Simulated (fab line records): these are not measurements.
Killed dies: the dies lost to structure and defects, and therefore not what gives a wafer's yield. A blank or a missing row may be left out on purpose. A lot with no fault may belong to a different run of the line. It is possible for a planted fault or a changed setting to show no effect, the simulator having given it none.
Which tool did it? | flow n5 finfet | 21 wafers from 7 lots sampled at 8 of the route's 1938 steps

== WHAT EACH GAUGE READ, for each wafer ==
N5_BEOL_M8_OVL_MEAS_29.
lot  | measured     | on         | V7_OVL (nm)
L134 | day 10 20:10 | overlay-01 | -0.2 -0.5 -0.7
L143 | day 13 02:32 | overlay-01 | 0.5 -0.5 0.4
L144 | day 13 11:34 | overlay-01 | 0.0 0.7 0.1
L146 | day 13 20:28 | overlay-01 | -0.6 0.0 0.1
L147 | day 14 08:11 | overlay-01 | 0.0 0.5 0.5
L149 | day 14 18:53 | overlay-02 | -0.2 -0.4 -1.1
L151 | day 15 18:52 | overlay-01 | 0.2 0.8 0.2

N5_BEOL_M8_OCD_MEAS_38.
lot  | measured     | on     | trench depth nm (nm)
L134 | day 10 20:41 | ocd-02 | 97.2 93.8 93.6
L143 | day 13 03:04 | ocd-02 | 92.6 94.7 91.9
L144 | day 13 12:05 | ocd-02 | 94.4 94.0 74.0
L146 | day 13 21:14 | ocd-01 | 93.8 91.4 75.8
L147 | day 14 08:43 | ocd-01 | 95.6 91.5 92.5
L149 | day 14 19:24 | ocd-01 | 92.2 91.1 95.9
L151 | day 15 19:23 | ocd-02 | 91.3 93.9 92.1

N5_BEOL_M8_THK_MEAS_53: measures by xrf.
lot  | measured     | on            | M8_THK (nm)
L134 | day 10 22:58 | film metro-02 | 85.8 83.2 84.0
L143 | day 13 05:04 | film metro-02 | 82.3 85.9 80.3
L144 | day 13 15:02 | film metro-02 | 81.4 81.4 62.2
L146 | day 13 23:49 | film metro-02 | 82.3 80.6 64.5
L147 | day 14 11:10 | film metro-01 | 82.8 77.4 81.2
L149 | day 14 21:46 | film metro-02 | 77.5 78.0 81.1
L151 | day 15 21:42 | film metro-01 | 78.6 81.4 80.2

N5_BEOL_M8_RS_MEAS_57: measurement is done with a four-point probe.
lot  | measured     | on            | M8_RS (ohm/sq)
L134 | day 10 23:06 | film metro-02 | 0.268 0.277 0.275
L143 | day 13 05:12 | film metro-02 | 0.284 0.270 0.292
L144 | day 13 15:10 | film metro-01 | 0.284 0.286 0.394
L146 | day 13 23:57 | film metro-02 | 0.285 0.293 0.382
L147 | day 14 11:18 | film metro-02 | 0.279 0.301 0.286
L149 | day 14 21:54 | film metro-01 | 0.297 0.296 0.281
L151 | day 15 21:52 | film metro-02 | 0.295 0.284 0.287

N5_BEOL_M15_RC_MEAS_101.
lot  | measured     | on        | COMB_M10 (S/m)             | COMB_M11 (S/m)          | COMB_M12 (S/m)          | COMB_M13 (S/m)          | COMB_M14 (S/m)          | COMB_M15 (S/m)          | COMB_M15_max_site (S/m) | COMB_M5 (S/m)           | COMB_M6 (S/m)           | COMB_M7 (S/m)           | COMB_M7_max_site (S/m)  | COMB_M9 (S/m)           | SERP_M10 (ohm/um) | SERP_M11 (ohm/um) | SERP_M12 (ohm/um) | SERP_M13 (ohm/um) | SERP_M14 (ohm/um) | SERP_M5 (ohm/um) | SERP_M6 (ohm/um) | SERP_M7 (ohm/um) | SERP_M8 (ohm/um) | SERP_M8_max_site (ohm/um) | SERP_M9 (ohm/um)
L134 | day 12 23:01 | prober-02 | 1.03e-11 1.23e-11 1e-11    | 1.1e-11 1.1e-11 1.1e-11 | 7.9e-12 5.2e-12 5.4e-12 | 4.9e-12 6.7e-12 5.6e-12 | 5.5e-12 5.5e-12 4.1e-12 | 2.6e-12 3.1e-12 1.9e-12 | 3.8e-12 3.6e-12 2.5e-12 | 1.7e-11 2.3e-11 3.2e-11 | 2.8e-11 2.4e-11 2.9e-11 | 1.7e-11 1.8e-11 1.8e-11 | 2e-11 2.4e-11 3.2e-11   | 2e-11 1.5e-11 1.2e-11   | 3.10 3.05 3.12    | 2.98 3.04 2.98    | 0.661 0.653 0.638 | 0.312 0.311 0.310 | 0.162 0.164 0.157 | 39.4 39.4 42.1   | 13.7 15.1 14.1   | 14.7 15.4 12.7   | 12.7 13.1 12.9   | 13.4 13.9 13.6            | 3.16 3.18 3.10
L143 | day 15 14:26 | prober-01 | 1.35e-11 1.45e-11 1.79e-11 | 1.7e-11 1.9e-11 1.5e-11 | 5e-12 4.7e-12 6.7e-12   | 5.2e-12 3.4e-12 3.1e-12 | 2.7e-12 2.1e-12 3.2e-12 | 2.2e-12 2.2e-12 3.4e-12 | 4.1e-12 4.9e-12 4.4e-12 | 3.4e-11 3e-11 3.6e-11   | 2.1e-11 1.9e-11 2.1e-11 | 2.8e-11 3.8e-11 2.6e-11 | 3.6e-11 4.5e-11 3.5e-11 | 1.3e-11 1.8e-11 1.2e-11 | 3.16 2.98 3.32    | 3.27 3.23 3.17    | 0.621 0.627 0.644 | 0.315 0.314 0.312 | 0.158 0.154 0.158 | 40.0 39.5 38.9   | 13.9 13.0 13.5   | 13.6 14.3 14.4   | 14.0 13.2 13.9   | 14.8 13.4 15.2            | 2.99 3.08 3.14
L144 | day 16 01:05 | prober-01 | 1.27e-11 1.79e-11 1.85e-11 | 1.5e-11 1.4e-11 1.8e-11 | 5.9e-12 6.8e-12 5.2e-12 | 3.5e-12 4.6e-12 5.5e-12 | 2.4e-12 3.7e-12 2.8e-12 | 1.3e-12 2.2e-12 3e-12   | 3.1e-12 2.7e-12 4e-12   | 3e-11 3.8e-11 3.9e-11   | 2.4e-11 1.8e-11 2.6e-11 | 3e-11 3.1e-11 2.5e-11   | 4.1e-11 4.5e-11 3.3e-11 | 1.2e-11 1.2e-11 1.2e-11 | 3.01 2.90 2.93    | 3.10 3.03 3.05    | 0.634 0.607 0.618 | 0.313 0.301 0.307 | 0.160 0.155 0.155 | 35.0 37.4 38.9   | 14.0 13.9 13.4   | 14.6 13.4 14.6   | 13.8 13.7 18.8   | 14.7 15.0 19.4            | 3.13 3.09 3.09
L146 | day 16 08:33 | prober-01 | 1.4e-11 1.36e-11 1.01e-11  | 1e-11 1.3e-11 1.1e-11   | 6.1e-12 4.9e-12 6e-12   | 5.8e-12 7e-12 4.7e-12   | 2.7e-12 2.7e-12 2.7e-12 | 1.1e-12 1.2e-12 1.9e-12 | 2e-12 1.6e-12 3.6e-12   | 2.9e-11 4.5e-11 3.1e-11 | 2.9e-11 3.2e-11 2.7e-11 | 2.3e-11 2.2e-11 2.7e-11 | 2.6e-11 3.2e-11 3.1e-11 | 1.3e-11 8e-12 7e-12     | 2.98 3.24 3.01    | 3.01 2.98 3.03    | 0.636 0.656 0.650 | 0.314 0.319 0.316 | 0.161 0.166 0.156 | 40.8 39.6 39.0   | 13.7 14.0 14.7   | 13.7 14.7 13.7   | 13.7 13.2 17.3   | 14.0 13.5 18.0            | 3.05 3.15 3.06
L147 | day 17 02:56 | prober-02 | 1.44e-11 1.38e-11 1.22e-11 | 1.1e-11 1.6e-11 1.2e-11 | 5.5e-12 5.8e-12 5.7e-12 | 5.1e-12 4e-12 5.2e-12   | 4.9e-12 3.5e-12 4e-12   | 4.1e-12 3.9e-12 2.8e-12 | 5.1e-12 4.5e-12 3.5e-12 | 4.9e-11 3.5e-11 4.1e-11 | 1.8e-11 3.8e-11 3e-11   | 3.7e-11 2.6e-11 2.2e-11 | 4.2e-11 4.2e-11 3.2e-11 | 1.9e-11 1.4e-11 1.6e-11 | 3.13 3.00 3.06    | 3.22 3.29 3.34    | 0.647 0.648 0.640 | 0.306 0.314 0.307 | 0.151 0.162 0.157 | 39.7 43.0 41.1   | 14.3 13.3 13.8   | 13.9 14.3 14.0   | 13.0 14.3 14.1   | 13.9 14.6 14.7            | 3.18 3.23 3.22
L149 | day 17 02:37 | prober-01 | 1.14e-11 1e-11 1.67e-11    | 1.2e-11 1.3e-11 1.4e-11 | 4.3e-12 5.8e-12 6.1e-12 | 3e-12 2.3e-12 5e-12     | 2.5e-12 3.2e-12 3.9e-12 | 1.4e-12 1.8e-12 2.3e-12 | 2.1e-12 2.2e-12 4.2e-12 | 4.8e-11 3.4e-11 4.2e-11 | 3.8e-11 2.6e-11 2.7e-11 | 2.6e-11 2.4e-11 2.7e-11 | 3.4e-11 3.9e-11 3.4e-11 | 1.6e-11 1.8e-11 1.4e-11 | 3.03 3.03 3.12    | 3.33 3.18 3.27    | 0.628 0.639 0.633 | 0.316 0.319 0.311 | 0.164 0.154 0.154 | 39.1 39.6 39.9   | 15.1 13.4 14.4   | 14.4 13.2 13.8   | 14.1 13.8 13.6   | 14.5 14.9 14.0            | 3.10 3.06 3.05
L151 | day 18 08:35 | prober-02 | 1.07e-11 1.47e-11 1.38e-11 | 9e-12 1.2e-11 1.3e-11   | 6.9e-12 6.2e-12 5.3e-12 | 5.9e-12 4.7e-12 5.7e-12 | 3.7e-12 4.2e-12 4.3e-12 | 3.1e-12 4e-12 2.7e-12   | 5.1e-12 5.6e-12 3.7e-12 | 2.5e-11 2.8e-11 3.2e-11 | 3.5e-11 3.3e-11 3.5e-11 | 2.9e-11 2.6e-11 2.2e-11 | 3.9e-11 3.8e-11 2.7e-11 | 1.6e-11 1.6e-11 1.6e-11 | 3.00 3.05 3.09    | 3.17 3.14 3.19    | 0.666 0.641 0.653 | 0.307 0.296 0.312 | 0.171 0.167 0.169 | 38.5 39.9 38.0   | 13.8 14.5 13.5   | 13.4 14.6 14.2   | 15.0 14.0 14.4   | 15.7 14.4 14.7            | 3.18 3.31 3.11

== EACH LOT AND THE TOOL THAT RAN IT (in order: tool; ch and the chambers of the sampled wafers; start) ==
lot  | N5_BEOL_M8_STRIP_19                | N5_BEOL_M8_TRENCH_ETCH_37          | N5_BEOL_M8_CURE_75
L134 | rie diel-06 ch 0,1,3, day 10 18:08 | rie diel-06 ch 1,2,3, day 10 20:32 | uv cure-02 ch 0, day 10 20:56
L143 | rie diel-01 ch 1,2, day 13 00:54   | rie diel-06 ch 1,3, day 13 02:54   | uv cure-02 ch 2, day 13 03:18
L144 | rie diel-01 ch 1,2,3, day 13 10:17 | rie diel-06 ch 1,3, day 13 11:56   | uv cure-03 ch 2, day 13 12:17
L146 | rie diel-06 ch 0,1, day 13 17:39   | rie diel-06 ch 0,1,3, day 13 21:04 | uv cure-01 ch 1, day 13 21:26
L147 | rie diel-06 ch 0,1, day 14 06:40   | rie diel-05 ch 0,1,3, day 14 08:34 | uv cure-02 ch 2, day 14 08:55
L149 | rie diel-05 ch 1,3, day 14 16:53   | rie diel-01 ch 0,2, day 14 19:14   | uv cure-01 ch 1, day 14 19:41
L151 | rie diel-05 ch 0,1,2, day 15 18:26 | rie diel-05 ch 0,2, day 15 19:14   | uv cure-02 ch 2, day 15 19:35
- N5_BEOL_M8_STRIP_19: strips in O2.
- N5_BEOL_M8_TRENCH_ETCH_37: etches SiCOH lowk in C4F6/O2, target depth 93.478 nm, time 31.2 s.
- N5_BEOL_M8_CURE_75: cures SiCOH lowk, time 120 s.

== AS READ BY THE TOOLS THEMSELVES (means over the sampled wafers that have a number; for cases with no such wafer, the mark the record gives instead) ==
N5_BEOL_M8_STRIP_19.
lot  | tool        | drypump motor current A (A) | oes product au (a.u.) | rf vpp V (V) | showerhead plenum p Torr (Torr) | throttle valve pct (%)
L134 | rie diel-06 | 5.8                         | 0.83                  | 3.4          | 2.15                            | 16.69
L143 | rie diel-01 | 6.2                         | 0.77                  | 3.9          | 2.07                            | 16.67
L144 | rie diel-01 | 5.9                         | 0.85                  | 3.8          | 2.08                            | 16.48
L146 | rie diel-06 | 5.9                         | 0.83                  | 3.8          | 2.09                            | 16.63
L147 | rie diel-06 | 5.9                         | 0.78                  | 4.0          | 2.14                            | 16.77
L149 | rie diel-05 | 5.6                         | 0.95                  | 3.0          | 2.11                            | 16.47
L151 | rie diel-05 | 5.8                         | 0.81                  | 3.9          | 2.11                            | 16.72

N5_BEOL_M8_TRENCH_ETCH_37.
lot  | tool        | O2_flow_sccm (sccm) | drypump motor current A (A) | oes_o_777_au (a.u.) | oes product au (a.u.) | rf vpp V (V) | run length s (s) | showerhead plenum p Torr (Torr) | throttle valve pct (%)
L134 | rie diel-06 | 9.99                | 5.7                         | 0.80                | 0.81                  | 671          | 54.9             | 2.82                            | 20.96
L143 | rie diel-06 | 10.00               | 5.8                         | 0.84                | 0.84                  | 671          | 54.9             | 2.86                            | 20.98
L144 | rie diel-06 | 9.99                | 5.7                         | 0.79                | 0.79                  | 675          | 52.7             | 2.90                            | 21.02
L146 | rie diel-06 | 10.01               | 5.9                         | 0.78                | 0.79                  | 668          | 52.3             | 2.90                            | 21.00
L147 | rie diel-05 | 9.98                | 5.7                         | 0.86                | 0.86                  | 655          | 54.7             | 2.81                            | 21.03
L149 | rie diel-01 | 9.95                | 5.7                         | 0.79                | 0.79                  | 661          | 54.5             | 2.86                            | 20.71
L151 | rie diel-05 | 10.00               | 5.3                         | 0.75                | 0.76                  | 666          | 54.9             | 2.74                            | 21.08

N5_BEOL_M8_CURE_75.
lot  | tool       | lamp power pct (%) | wafer_temp_C_max
L134 | uv cure-02 | 52.29              | 371.8
L143 | uv cure-02 | 52.32              | 371.4
L144 | uv cure-03 | 52.32              | 372.7
L146 | uv cure-01 | 52.40              | 371.5
L147 | uv cure-02 | 52.30              | 371.4
L149 | uv cure-01 | 52.32              | 371.4
L151 | uv cure-02 | 52.29              | 371.8

== THE ANSWER, worked out from the rows above alone ==
Rule: the lots themselves supply what counts as usual. The widest of any qualifying gaps counts: lots, ordered by their means at a reading, are off when they make up no more than a third of the lots, leave a main group of 4 or more, and stand apart from it by 3 or more times the standard deviation of that group's means. A main group whose means are all the same, to the digits that the tables above print for the reading, isn't used. Also off: a lot with no number at a reading for which 4 or more lots have one. Where the step has rows for the other lots, those lots are counted as sound. After the gauges, taken in route order, come the tools' own readings; for these a lot's mean is taken, as printed above. At the first step where some lot is off, the reading lying furthest off is the one used; lots without a number count as furthest.
Off at N5_BEOL_M8_OCD_MEAS_38 (trench depth nm): L144, L146. Mean 93.3 nm and standard deviation 0.81 in the main group.
If a tool, at a process step before that reading, ran all the lots that are off and no sound lot after the first of them, it fits. The gauges at N5_BEOL_M8_OCD_MEAS_38 aren't tried: what is off there is off at N5_BEOL_M8_RS_MEAS_57 too, on other tools, and a gauge's error can't cause that. One fits: rie diel-06 at N5_BEOL_M8_TRENCH_ETCH_37. Its last sound lot is L143 (day 13 02:54), its first lot that is off L144 (day 13 11:56): a fault that began between those two fits.
The tool's own readings at N5_BEOL_M8_TRENCH_ETCH_37 bear it out: on the lots that are off they differ by more than 5 times the standard deviation of the sound lots' means. run length s reads 52.5 s there against 54.8 s on the sound lots.

== WHAT THE SIMULATOR PUT IN ==
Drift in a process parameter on rie diel-06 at N5_BEOL_M8_TRENCH_ETCH_37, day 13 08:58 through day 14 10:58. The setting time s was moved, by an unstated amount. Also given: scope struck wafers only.
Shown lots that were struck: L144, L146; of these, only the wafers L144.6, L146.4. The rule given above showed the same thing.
